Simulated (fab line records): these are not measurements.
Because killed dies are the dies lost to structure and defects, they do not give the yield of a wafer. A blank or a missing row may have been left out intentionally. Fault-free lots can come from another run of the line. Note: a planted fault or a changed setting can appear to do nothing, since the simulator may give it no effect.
Which of the tools did it?    flow n5 finfet    Sampling: 11 lots, 32 wafers, 4 of 1938 route steps

## WHAT THE GAUGES READ, wafer by wafer
N5_BEOL_M8_THK_MEAS_01. Usual: for M8_ILD_THK the level is 155.9 nm and the standard deviation is 2.1.
lot   measured      on             M8_ILD_THK (nm)    flag
L584  day 9 21:58   film metro-01  154.1 156.8 158.3  
L586  day 9 23:19   film metro-02  153.4 156.7 159.5  
L587  day 10 02:49  film metro-01  178.7 180.0 182.1  OFF
L585  day 10 04:36  film metro-02  179.2 181.5 182.5  OFF
L597  day 13 02:00  film metro-02  153.7 155.4 156.6  
L598  day 13 06:54  film metro-02  152.6 155.7 157.8  
L599  day 13 13:46  film metro-01  158.0 159.5 158.1  
L601  day 13 14:23  film metro-02  154.5 158.0        
L604  day 14 23:44  film metro-02  156.8 157.3 156.4  
L603  day 15 01:13  film metro-02  152.9 155.0 155.5  
L605  day 15 05:31  film metro-01  157.0 158.6 162.5  

## WHICH TOOL RAN EACH LOT (tool, then ch and the chambers of the sampled wafers, then the start)
lot   N5_BEOL_M7_PRE_CLEAN_45       N5_BEOL_M7_DEP_56                N5_BEOL_M8_CURE_74
L584  pvd sputter-03, day 9 18:11   pecvd-03 ch 1,2, day 9 20:52     uv cure-01 ch 2, day 9 21:32
L586  pvd sputter-01, day 9 20:37   pecvd-01 ch 0,1,2, day 9 22:13   uv cure-03 ch 0, day 9 22:49
L587  pvd sputter-01, day 10 00:41  pecvd-02 ch 0,1,2, day 10 02:07  uv cure-01 ch 2, day 10 02:18
L585  pvd sputter-02, day 10 00:47  pecvd-03 ch 0,1,2, day 10 03:52  uv cure-03 ch 0, day 10 04:14
L597  pvd sputter-01, day 12 23:44  pecvd-01 ch 0,1,2, day 13 01:15  uv cure-02 ch 0, day 13 01:29
L598  pvd sputter-01, day 13 04:14  pecvd-01 ch 1,2, day 13 06:11    uv cure-01 ch 0, day 13 06:23
L599  pvd sputter-02, day 13 11:19  pecvd-03 ch 0,2, day 13 13:02    uv cure-01 ch 2, day 13 13:14
L601  pvd sputter-02, day 13 11:48  pecvd-03 ch 0,2, day 13 13:40    uv cure-03 ch 2, day 13 13:57
L604  pvd sputter-03, day 14 20:56  pecvd-02 ch 0,1, day 14 22:53    uv cure-01 ch 2, day 14 23:23
L603  pvd sputter-02, day 14 21:28  pecvd-01 ch 0,1,2, day 15 00:31  uv cure-03 ch 1, day 15 00:47
L605  pvd sputter-02, day 15 01:34  pecvd-01 ch 1,2, day 15 04:48    uv cure-01 ch 2, day 15 05:09
- N5_BEOL_M7_PRE_CLEAN_45: time 30 s.
- N5_BEOL_M7_DEP_56: deposits SiCN from 3MS/NH3, target thk 10 nm, time 17.5 s.
- N5_BEOL_M8_CURE_74: cures SiCOH lowk, time 240 s.

## WHAT THE TOOLS THEMSELVES READ (means of the sampled wafers that have a number; where no wafer has one, the mark that the record gives instead)
N5_BEOL_M7_PRE_CLEAN_45. Usual: 321 W for heater power w, sd 28.
lot   tool            heater power w (W)  flag
L584  pvd sputter-03  284                 
L586  pvd sputter-01  354                 
L587  pvd sputter-01  352                 
L585  pvd sputter-02  297                 
L597  pvd sputter-01  351                 
L598  pvd sputter-01  345                 
L599  pvd sputter-02  336                 
L601  pvd sputter-02  324                 
L604  pvd sputter-03  287                 
L603  pvd sputter-02  328                 
L605  pvd sputter-02  329                 

N5_BEOL_M7_DEP_56. Usual: showerhead plenum p Torr 3.661 Torr, standard deviation 0.0087; throttle valve pct 9.0 %, standard deviation 0.45.
lot   tool      showerhead plenum p Torr (Torr)  throttle valve pct (%)  flag
L584  pecvd-03  3.663                            8.7                     
L586  pecvd-01  3.665                            9.2                     
L587  pecvd-02  3.663                            9.0                     
L585  pecvd-03  3.655                            9.0                     
L597  pecvd-01  3.661                            9.0                     
L598  pecvd-01  3.652                            9.0                     
L599  pecvd-03  3.657                            8.9                     
L601  pecvd-03  3.657                            9.1                     
L604  pecvd-02  3.664                            9.5                     
L603  pecvd-01  3.658                            9.2                     
L605  pecvd-01  3.649                            8.9                     

N5_BEOL_M8_CURE_74. Usual: lamp power pct 52.30 %, standard deviation 0.053; run length s 285.8 s, standard deviation 1; wafer_temp_C_max 386.7, standard deviation 0.5.
lot   tool        lamp power pct (%)  run length s (s)  wafer_temp_C_max  flag
L584  uv cure-01  52.35               285.4             385.8             
L586  uv cure-03  52.31               284.8             386.9             
L587  uv cure-01  -                   -                 -                 OFF
L585  uv cure-03  -                   -                 -                 OFF
L597  uv cure-02  52.30               286.5             387.2             
L598  uv cure-01  52.30               285.8             386.7             
L599  uv cure-01  52.26               285.1             386.2             
L601  uv cure-03  52.32               285.5             387.1             
L604  uv cure-01  52.28               285.0             386.5             
L603  uv cure-03  52.28               285.8             387.3             
L605  uv cure-01  52.29               285.6             386.2             

## THE ANSWER, worked out from the rows above alone
Rule: take the mean of a lot's wafers that have a number; if it is more than 3 standard deviations from the usual mean, the lot is off. Also off: a lot with no number at a reading for which 4 or more lots have one. Any other lot the step has rows for is counted as sound. Order of review: gauges by route order, followed by the tools' own readings, for which a lot's mean as printed above is used. At the first step where some lot is off, the reading lying furthest off is the one used; lots without a number count as furthest.
Off: L587, L585, at N5_BEOL_M8_THK_MEAS_01 (M8_ILD_THK).
If a tool, at a process step before that reading, ran all the lots that are off and no sound lot after the first of them, it fits. Not tried: the gauges at N5_BEOL_M8_THK_MEAS_01; whatever is off there is also off at N5_BEOL_M8_CURE_74, on other tools, and gauge error can't account for it. None of those tried fits.

## WHAT WAS PUT IN BY THE SIMULATOR
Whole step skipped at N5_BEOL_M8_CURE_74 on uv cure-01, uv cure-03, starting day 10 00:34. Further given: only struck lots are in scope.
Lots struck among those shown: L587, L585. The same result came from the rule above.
